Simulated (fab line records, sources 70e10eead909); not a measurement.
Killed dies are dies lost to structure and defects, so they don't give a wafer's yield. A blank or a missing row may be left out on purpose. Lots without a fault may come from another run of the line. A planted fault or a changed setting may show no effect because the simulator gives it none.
fab line records | flow nand_harc
record lots=11 wafers=33 last_day=24
route steps=1159 shown A_SLIT@794 A_WL_FILL@814 END@1159
lots that met no fault: from a run of the same line without faults
start_h: hours from the record's first day to the start of the lot's first wafer shown | wait_h: hours since the lot's step before | " the same as in the row above | L1.1+2: a row that stands for several wafers | - no value, or no start given | * or withheld: withheld | < > ~ a bound
route shown NAME@n: a module of which the file shows steps, and the number in the route of the first | usual: mean/standard deviation of fault-free wafers | same: alike in all rows | chamber/n: place in a boat | sites: the reading at each site | _std_site: their standard deviation | _edge_site: outer sites' mean less inner sites' | radius_mm: how far each site lies from the wafer's centre | mask NAME#n: copy n | behind: the tool/chamber that last shaped the wafer | hold: why the lot was held/for how many hours/how that ended | device: the transistor (n, p or np) that didn't switch | end of line: the same wafers' tests at the end of the route | a step without rows: its recipe alone | killed: dies lost to structure and defects at the first sort, not the wafer's yield | map: a wafer's dies, x killed, . not, _ none there
set.NAME: the setting as run; set.NAME@STEP: as run at that earlier step | model.NAME: the simulator's own value behind a step, which no gauge read
steps of the route over a sample of lots; a table a step, a row a wafer
services: from which hour (start_h, from the record's first day; less than 0 if before it) a tool's chamber was out of use, for how many hours, and why
## steps
# step NHARC_A_SLIT_ETCH_24
# recipe target_depth_a=1210 time_s=60.5 cf4_flow_sccm=100 chf3_flow_sccm=30 ar_flow_sccm=0 rf_w=500 bias_w=200 chemistry=CF4/CHF3
# usual chamber_pressure_mTorr=25.003/0.023 drypump_motor_current_A=5.9/0.47 oes_product_au=0.963/0.02 rf_vpp_V=371.3/2.5 showerhead_plenum_p_Torr=1.59/0.073 throttle_valve_pct=16.802/0.0096
# same time_s=60.5
# columns lot.wafer tool chamber start_h wait_h chamber_pressure_mTorr drypump_motor_current_A oes_product_au rf_hours_counter_h rf_vpp_V showerhead_plenum_p_Torr throttle_valve_pct
L765.1 rie_diel-13 1 312.33 0.1 24.998 6.3 0.925 2 375.2 1.68 16.798
L765.2 " 3 " " 24.989 6.2 0.920 1 367.6 1.49 16.813
L765.5 " 2 " " 25.036 5.5 0.941 - 375.4 1.68 16.791
L766.3 rie_diel-13 0 325.76 0.1 24.981 5.4 0.959 2 372.2 1.61 16.804
L766.2 " 2 " " 24.959 5.4 0.963 2 374.1 1.68 16.805
L766.5 " 3 " " 25.005 6.1 0.960 - 367.6 1.49 16.796
L772.1 rie_diel-13 2 349.57 0.1 25.019 5.5 0.962 4 374.7 1.68 16.811
L772.2 " 3 " " 25.003 6.1 0.944 4 367.6 1.49 16.782
L772.4 " 1 " " 25.031 6.3 0.988 5 374.3 1.68 16.790
L770.3 rie_diel-13 0 350.05 0.4 25.000 5.4 0.929 5 370.9 1.61 16.805
L770.2 " 1 " " 24.993 6.3 0.957 5 374.2 1.68 16.786
L770.6 " 0 " " 25.030 5.4 0.932 - 372.1 1.61 16.810
L778.4 rie_diel-10 3 388.87 0.1 24.999 6.6 0.948 2 371.2 1.54 16.807
L778.2 " 1 " " 25.042 5.2 0.933 2 371.5 1.61 16.795
L778.5 " 2 " " 25.035 5.8 0.921 - 374.8 1.67 16.803
L782.1 rie_diel-13 0 416.28 0.1 24.986 5.4 0.952 9 371.0 1.61 16.785
L782.4 " 3 " " 25.002 6.1 0.945 9 367.6 1.49 16.804
L782.6 " 1 " " 24.986 6.3 0.972 - 373.6 1.68 16.800
L780.1 rie_diel-07 0 417.45 0.1 24.960 6.2 0.990 0 368.3 1.48 16.808
L780.2 " 1 " " 25.011 6.7 0.953 0 369.1 1.56 16.786
L780.5 " 0 " " 25.002 6.2 0.988 - 368.4 1.48 16.801
L783.4 rie_diel-13 3 430.89 0.1 25.005 6.1 0.950 10 367.3 1.49 16.788
L783.1 " 0 " " 24.984 5.4 0.960 10 372.2 1.61 16.794
L783.3 " 1 " " 25.000 6.3 0.968 11 373.6 1.68 16.787
L787.4 rie_diel-13 2 446.07 0.1 24.982 5.4 0.981 11 374.5 1.67 16.815
L787.2 " 3 " " 24.987 6.1 0.970 11 367.2 1.49 16.794
L787.5 " 1 " " 24.969 6.3 0.946 - 373.5 1.68 16.790
L785.1 rie_diel-10 2 446.98 0.1 25.014 5.9 0.948 5 372.9 1.67 16.797
L785.4 " 0 " " 25.024 6.0 0.973 6 367.6 1.50 16.807
L785.6 " 3 " " 24.975 6.6 0.997 - 369.2 1.54 16.811
L786.1 rie_diel-07 1 460.73 0.1 25.018 6.6 0.945 3 370.6 1.56 16.816
L786.3 " 2 " " 24.974 5.3 1.011 4 371.5 1.62 16.808
L786.6 " 1 " " 25.018 6.7 0.949 - 372.1 1.56 16.800
# step NHARC_A_SLIT_ETCH_17
# recipe bias_v=900 source_w=withheld pressure_mtorr=20 ar_flow_sccm=375 c4f8_flow_sccm=83.3 o2_flow_sccm=41.7 time_s=1687.5 target_depth_a=1.01e+05 chemistry=C4F8/O2/Ar
# usual chamber_pressure_mTorr=20.001/0.019 drypump_motor_current_A=5.5/0.44 showerhead_plenum_p_Torr=3.72/0.092 throttle_valve_pct=32.046/0.0076
# same time_s=1687.5
# columns lot.wafer tool chamber start_h wait_h chamber_pressure_mTorr drypump_motor_current_A rf_hours_counter_h showerhead_plenum_p_Torr throttle_valve_pct
L765.2 har_etch-02 1 321.05 - 19.987 5.6 173 3.84 32.035
L765.1 " 0 " " 20.012 6.1 173 3.61 32.046
L765.5 " 1 " " 20.045 5.7 - 3.84 32.039
L766.2 har_etch-02 0 328.82 - 19.990 6.1 180 3.61 32.044
L766.3 " 1 " " 19.961 5.6 - 3.84 32.052
L766.5 " 0 " " 20.036 6.1 - 3.61 32.041
L772.2 har_etch-01 0 350.28 - 20.036 4.9 13 3.79 32.035
L772.1 " 1 " " 19.986 5.3 13 3.70 32.045
L772.4 " 1 " " 20.010 5.3 - 3.70 32.049
L770.2 har_etch-02 0 351.99 - 20.003 6.1 194 3.60 32.035
L770.3 " 1 " " 19.993 5.6 - 3.83 32.044
L770.6 " 1 " " 20.042 5.7 - 3.83 32.046
L778.2 har_etch-01 1 389.79 - 20.039 5.3 30 3.69 32.057
L778.4 " 1 " " 19.996 5.3 - 3.69 32.041
L778.5 " 0 " " 19.997 4.9 - 3.78 32.043
L782.1 har_etch-02 1 416.96 - 20.007 5.6 221 3.81 32.052
L782.4 " 0 " " 19.993 6.1 - 3.58 32.052
L782.6 " 1 " " 19.997 5.6 - 3.81 32.066
L780.1 har_etch-01 1 418.60 - 19.978 5.3 42 3.69 32.054
L780.2 " 0 " " 20.000 4.9 42 3.78 32.048
L780.5 " 1 " " 19.985 5.3 - 3.69 32.053
L783.1 har_etch-02 0 431.56 - 19.992 6.1 227 3.58 32.037
L783.3 " 0 " " 19.965 6.1 - 3.58 32.044
L783.4 " 1 " " 20.012 5.6 - 3.81 32.044
L787.2 har_etch-01 1 447.02 - 19.980 5.3 47 3.68 32.055
L787.4 " 1 " " 20.025 5.3 - 3.68 32.042
L787.5 " 0 " " 20.015 5.0 - 3.77 32.041
L785.1 har_etch-01 1 448.45 - 19.977 5.3 49 3.68 32.041
L785.4 " 0 " " 20.003 4.9 - 3.77 32.037
L785.6 " 1 " " 20.006 5.3 - 3.68 32.059
L786.1 har_etch-01 1 461.65 - 20.022 5.3 54 3.68 32.051
L786.3 " 1 " " 20.021 5.3 - 3.68 32.053
L786.6 " 1 " " 19.988 5.3 - 3.68 32.056
# step NHARC_A_SLIT_ETCH_29
# recipe target_depth_a=1000 overetch_a=100 time_s=55 ion_energy_ev=100 cf4_flow_sccm=80 o2_flow_sccm=20 ar_flow_sccm=0 rf_w=300 bias_w=100 chemistry=CF4/O2
# usual chamber_pressure_mTorr=29.997/0.029 drypump_motor_current_A=5.9/0.46 oes_product_au=0.996/0.016 rf_vpp_V=198.0/1.6 showerhead_plenum_p_Torr=1.35/0.064 throttle_valve_pct=13.397/0.0086
# same time_s=55
# columns lot.wafer tool chamber start_h wait_h chamber_pressure_mTorr drypump_motor_current_A oes_product_au rf_hours_counter_h rf_vpp_V showerhead_plenum_p_Torr throttle_valve_pct
L765.2 rie_diel-13 0 323.17 0.1 29.977 5.4 0.988 2 197.5 1.37 13.377
L765.1 " 1 " " 30.000 6.3 0.993 2 200.0 1.43 13.394
L765.5 " 0 " " 30.065 5.4 0.968 - 198.0 1.37 13.403
L766.2 rie_diel-10 3 330.68 0.1 30.018 6.6 1.011 11 197.8 1.31 13.394
L766.3 " 1 " " 30.055 5.2 0.985 10 198.1 1.37 13.392
L766.5 " 0 " " 30.009 6.0 0.979 - 197.2 1.27 13.406
L772.1 rie_diel-07 2 352.39 0.1 29.926 5.3 1.040 9 197.4 1.37 13.413
L772.2 " 3 " " 29.994 6.2 0.976 9 198.0 1.34 13.424
L772.4 " 0 " " 29.987 6.2 1.001 10 194.9 1.25 13.416
L770.2 rie_diel-13 1 353.87 0.1 30.024 6.3 1.009 6 200.6 1.43 13.400
L770.3 " 2 " " 30.009 5.4 0.991 5 200.4 1.42 13.403
L770.6 " 1 " " 30.036 6.3 1.001 - 197.9 1.43 13.399
L778.2 rie_diel-13 2 391.65 0.1 30.011 5.4 1.004 8 199.6 1.42 13.407
L778.4 " 1 " " 30.011 6.3 0.994 9 199.1 1.43 13.409
L778.5 " 3 " " 29.985 6.1 0.984 - 195.9 1.26 13.393
L782.4 rie_diel-07 3 419.04 0.1 30.048 6.1 0.983 1 198.3 1.34 13.400
L782.1 " 0 " " 30.024 6.3 1.022 1 196.2 1.25 13.401
L782.6 " 3 " " 29.974 6.2 0.982 - 197.7 1.34 13.398
L780.2 rie_diel-07 3 420.71 0.1 30.002 6.2 0.975 1 196.6 1.34 13.383
L780.1 " 0 " " 29.960 6.2 1.015 1 196.2 1.25 13.396
L780.5 " 1 " " 30.003 6.7 0.981 - 196.9 1.32 13.398
L783.4 rie_diel-13 2 433.67 0.1 30.036 5.5 0.996 11 200.4 1.42 13.386
L783.3 " 0 " " 29.991 5.4 0.979 11 198.5 1.36 13.390
L783.1 " 1 " " 29.995 6.3 0.982 12 199.0 1.43 13.401
L787.4 rie_diel-10 1 448.89 0.1 29.963 5.2 1.014 6 198.8 1.37 13.407
L787.2 " 3 " " 29.991 6.6 1.017 5 197.9 1.31 13.393
L787.5 " 1 " " 29.998 5.2 1.013 - 199.1 1.37 13.392
L785.4 rie_diel-07 0 450.55 0.1 29.977 6.2 1.026 3 194.9 1.25 13.401
L785.1 " 3 " " 29.995 6.1 0.975 3 198.2 1.34 13.392
L785.6 " 1 " " 29.988 6.7 0.988 - 196.8 1.32 13.405
L786.1 rie_diel-10 3 463.49 0.1 30.062 6.6 1.023 6 196.1 1.31 13.408
L786.3 " 1 " " 29.993 5.3 1.021 7 199.7 1.37 13.388
L786.6 " 3 " " 29.975 6.6 1.034 - 195.4 1.31 13.408
# step NHARC_A_WL_FILL_ETCHBACK_04
# recipe target_depth_a=600 time_s=120 chemistry=NF3
# usual chamber_pressure_mTorr=300.0/0.31 drypump_motor_current_A=5.6/0.56 oes_product_au=1.001/0.014 run_length_s=141.4/0.44
# columns lot.wafer tool chamber start_h wait_h chamber_pressure_mTorr drypump_motor_current_A oes_product_au rf_hours_counter_h run_length_s
L765.2 rie_metal-03 0 336.38 2.4 299.9 4.8 1.014 1.5 141.4
L765.1 " 1 " " 299.7 6.3 1.005 1.5 140.8
L765.5 " 1 " " 299.7 6.3 1.010 - 140.7
L766.2 rie_metal-02 0 343.29 2.9 300.2 6.0 1.014 3.8 142.4
L766.3 " 1 " " 299.9 5.9 0.989 - 141.4
L766.5 " 0 " " 300.2 6.0 1.029 - 142.2
L770.2 rie_metal-03 1 371.75 2.4 300.0 6.3 1.018 2.7 140.8
L770.3 " 0 " " 300.5 4.8 1.002 - 97.5
L770.6 " 0 " " 299.3 4.8 1.012 - 140.9
L772.1 rie_metal-03 1 373.64 2.8 298.6 6.3 1.017 3.0 97.1
L772.2 " 0 " " 300.1 4.8 1.008 3.0 141.7
L772.4 " 1 " " 299.6 6.3 1.010 - 97.0
L778.2 rie_metal-01 1 409.13 2.4 300.3 6.0 0.982 2.1 141.2
L778.4 " 1 " " 300.3 6.0 0.977 - 141.5
L778.5 " 1 " " 300.1 6.0 0.978 - 141.5
L780.1 rie_metal-02 1 438.65 2.8 300.3 6.0 1.010 0.9 141.7
L780.2 " 0 " " 299.9 6.0 1.006 0.9 142.1
L780.5 " 1 " " 299.6 6.0 1.005 - 141.7
L782.1 rie_metal-01 0 441.44 2.4 299.6 5.3 0.979 2.8 141.8
L782.4 " 1 " " 300.3 6.0 0.982 - 141.1
L782.6 " 0 " " 300.4 5.3 0.977 - 141.6
L783.1 rie_metal-01 1 448.86 2.8 300.5 6.0 0.975 3.1 141.3
L783.3 " 1 " " 300.3 6.0 0.976 - 141.2
L783.4 " 0 " " 299.9 5.3 0.969 - 141.5
L785.1 rie_metal-03 1 463.80 2.4 300.1 6.3 1.007 0.0 141.0
L785.4 " 0 " " 300.3 4.8 1.014 - 141.0
L785.6 " 0 " " 300.0 4.8 1.008 - 141.1
L787.2 rie_metal-01 0 464.37 2.9 299.9 5.3 0.995 3.6 142.3
L787.4 " 0 " " 300.3 5.3 0.990 - 141.6
L787.5 " 0 " " 300.2 5.3 0.984 - 142.4
L786.1 rie_metal-02 1 479.56 2.9 300.3 5.9 1.015 2.2 141.8
L786.3 " 1 " " 300.5 5.9 1.004 - 141.8
L786.6 " 0 " " 299.7 6.0 1.005 - 142.1
# step NHARC_END_SORT_01
# recipe temp_c=25
# usual killed_at_array=25/10 killed_at_other=0.6/0.91 killed_at_periphery=3.6/2.9 killed_dies=29/10 killed_open=3.3/2 killed_short=1.9/1.5
# same gross_dies=677
# columns lot.wafer tool chamber start_h wait_h killed_at_array killed_at_other killed_at_periphery killed_dies killed_open killed_short
L772.1 prober-02 0 483.88 2.5 665 1 3 669 1 1
L772.2 prober-02 0 484.69 2.8 7 1 0 8 3 0
L772.4 prober-02 0 486.29 3.4 670 1 2 673 1 0
L770.2 prober-01 0 484.69 2.8 21 1 4 26 3 1
L770.3 prober-01 0 485.49 3.1 670 0 5 675 5 1
L770.6 prober-01 0 487.88 4.0 17 1 9 27 2 0
# killed by level:class
L772.1 A_WL_FILL:area_etchback=658 A_CHANNEL_HOLE_D1:chamber_film_flake=4 P_CONTACT:chamber_film_flake=2 A_ONON_D1:geometric_particle:short=1 A_M0:geometric_particle:open=1 P_BONDPAD:chamber_film_flake=1 A_STAIRCASE:chamber_film_flake=1 THIN_TSV:chamber_film_flake=1
L772.2 A_STAIRCASE:chamber_film_flake=3 A_ONON_D1:geometric_particle:open=1 A_BLC:geometric_particle:open=1 A_M0:geometric_particle:open=1 A_CHANNEL_HOLE_D1:chamber_film_flake=1 THIN_TSV:chamber_film_flake=1
L770.2 A_SLIT:chamber_film_flake=11 A_STAIRCASE:chamber_film_flake=3 A_CONTACT:chamber_film_flake=3 A_CHANNEL_HOLE_D1:chamber_film_flake=2 P_M0:geometric_particle:open=1 P_M1:geometric_particle:open=1 A_M0:geometric_particle:open=1 A_M0:geometric_particle:short=1
L770.3 A_WL_FILL:area_etchback=653 A_SLIT:chamber_film_flake=8 P_M0:geometric_particle:open=2 P_BONDPAD:chamber_film_flake=2 A_CHANNEL_HOLE_D1:chamber_film_flake=2 A_CONTACT:chamber_film_flake=2 A_ONON_D1:geometric_particle:open=1 A_SLIT:geometric_particle:open=1
L772.4 A_WL_FILL:area_etchback=663 A_CHANNEL_HOLE_D1:chamber_film_flake=4 P_CONTACT:chamber_film_flake=2 A_M0:geometric_particle:open=1 A_WL_FILL:chamber_film_flake=1 A_CONTACT:chamber_film_flake=1 THIN_TSV:chamber_film_flake=1
L770.6 A_SLIT:chamber_film_flake=11 P_STI:chamber_film_flake=3 P_BONDPAD:chamber_film_flake=3 A_CONTACT:chamber_film_flake=3 P_GATE:chamber_film_flake=2 A_STAIRCASE:chamber_film_flake=2 P_M0:geometric_particle:open=1 A_ONON_D1:geometric_particle:open=1
## services
# columns tool chamber start_h hours kind
rie_diel-10 - 294.21 0.8 repair
rie_metal-01 1 299.50 1.5 repair
har_etch-01 - 308.55 17.0 pm
rie_diel-13 0 309.50 - clean
rie_diel-13 1 309.50 - clean
rie_diel-13 2 309.50 - clean
rie_diel-13 3 309.50 - clean
rie_metal-01 - 332.00 9.0 pm
rie_diel-13 - 338.46 0.8 repair
rie_diel-10 - 353.50 9.0 pm
rie_diel-10 - 385.86 0.3 repair
rie_metal-02 - 388.00 9.0 pm
rie_diel-07 - 388.62 3.5 repair
har_etch-01 - 391.54 0.5 repair
rie_diel-13 0 395.96 3.3 repair
rie_metal-03 1 402.05 2.6 repair
rie_metal-01 1 403.03 2.3 repair
rie_diel-07 - 405.20 9.0 pm
rie_metal-03 1 413.25 17.0 repair
rie_diel-10 2 440.87 4.6 repair
rie_diel-13 - 453.00 9.0 pm
rie_metal-03 - 453.00 9.0 pm
rie_diel-13 1 464.85 20.2 repair
rie_diel-07 - 465.82 0.5 repair
## key
first_sign step=NHARC_A_WL_FILL_ETCHBACK_04 reading=run_length_s direction=down sigmas=99+ usual=* struck=*
effect step=NHARC_END_SORT_01 reading=killed_dies direction=up sigmas=63 usual=29 struck=672
more_kills_born_at NHARC_A_WL_FILL_ETCHBACK_04@rie_metal-03=1974
met_at NHARC_A_WL_FILL_ETCHBACK_04
struck_lots L770,L772
struck_wafers L770.3,L772.1,L772.4
later_rows_left_out L770.3,L772.1,L772.4
tester_left_out L770,L772
not_acting_at NHARC_A_SLIT_ETCH_24,NHARC_A_SLIT_ETCH_17,NHARC_A_SLIT_ETCH_29
onset_between 336.38 371.75
fault kind=process_parameter_drift tool=rie_metal-03 chamber=- onset_h=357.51 steps=NHARC_A_WL_FILL_ETCHBACK_04 channel=time_s offset=* shape=step end_h=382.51 scope=struck_wafers_only acts_in=* stated=*
# tester_left_out: of these lots the tester's yield and bins aren't shown, on N5 and GAA mostly nor the transistor test; their killed dies are dies lost to structure and defects alone, not to doping, threshold or leakage, so they don't give the yield
# later_rows_left_out: the simulator's readings of these wafers behind a module that went badly wrong aren't trusted and aren't shown, but for the sort
